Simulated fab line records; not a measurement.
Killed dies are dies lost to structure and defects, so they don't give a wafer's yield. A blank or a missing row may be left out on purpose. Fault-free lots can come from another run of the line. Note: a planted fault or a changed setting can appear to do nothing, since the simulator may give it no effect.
Matching of chambers | flow n5 finfet | N5_GATE_CUT_PECVD_57 on pecvd-01: 3 sister chambers
The step deposits SiNx from SiH4/NH3/N2, target thk 21 nm. 6 wafers are shown with their chamber, then 8 later ones without.

## EACH WAFER AND ITS CHAMBER
wafer  | chamber | showerhead plenum p Torr (Torr) | showerhead vpp V (V)
L083.1 | 2       | 5.19                            | 1075
L083.3 | 0       | 5.23                            | 1179
L084.1 | 0       | 5.25                            | 1175
L084.4 | 1       | 5.12                            | 1084
L084.6 | 2       | 5.19                            | 1048
L087.2 | 1       | 5.12                            | 1082

## WAFERS WITH NO CHAMBER GIVEN
wafer  | showerhead plenum p Torr (Torr) | showerhead vpp V (V)
L087.3 | 5.19                            | 1067
L087.4 | 5.24                            | 1192
L088.3 | 5.12                            | 1073
L088.4 | 5.11                            | 1078
L088.5 | 5.23                            | 1182
L097.2 | 5.13                            | 1058
L097.5 | 5.26                            | 1186
L097.6 | 5.11                            | 1066

## WHICH CHAMBER EACH WENT THROUGH
wafer  | from the rows above | in truth
L087.3 | 2                   | 2
L087.4 | 0                   | 0
L088.3 | 1                   | 1
L088.4 | 1                   | 1
L088.5 | 0                   | 0
L097.2 | 1                   | 1
L097.5 | 0                   | 0
L097.6 | 1                   | 1
Correct placement for 8 of the 8. Can't be placed from these rows: 0. 0 placed wrongly.
How it was worked out, from the rows above alone: a wafer's distance from a chamber is the root of the sum, over the readings, of the square of ((its reading less the chamber's mean) divided by the reading's scatter). If the next closest chamber is less than 2 further off than the closest, the wafer can't be placed; otherwise it belongs to the closest. For every chamber, the mean is computed from those of its wafers that are shown. The scatter: take each reading less its chamber's mean, square it, sum over the shown wafers, divide by the number of wafers less the number of chambers, and take the root.
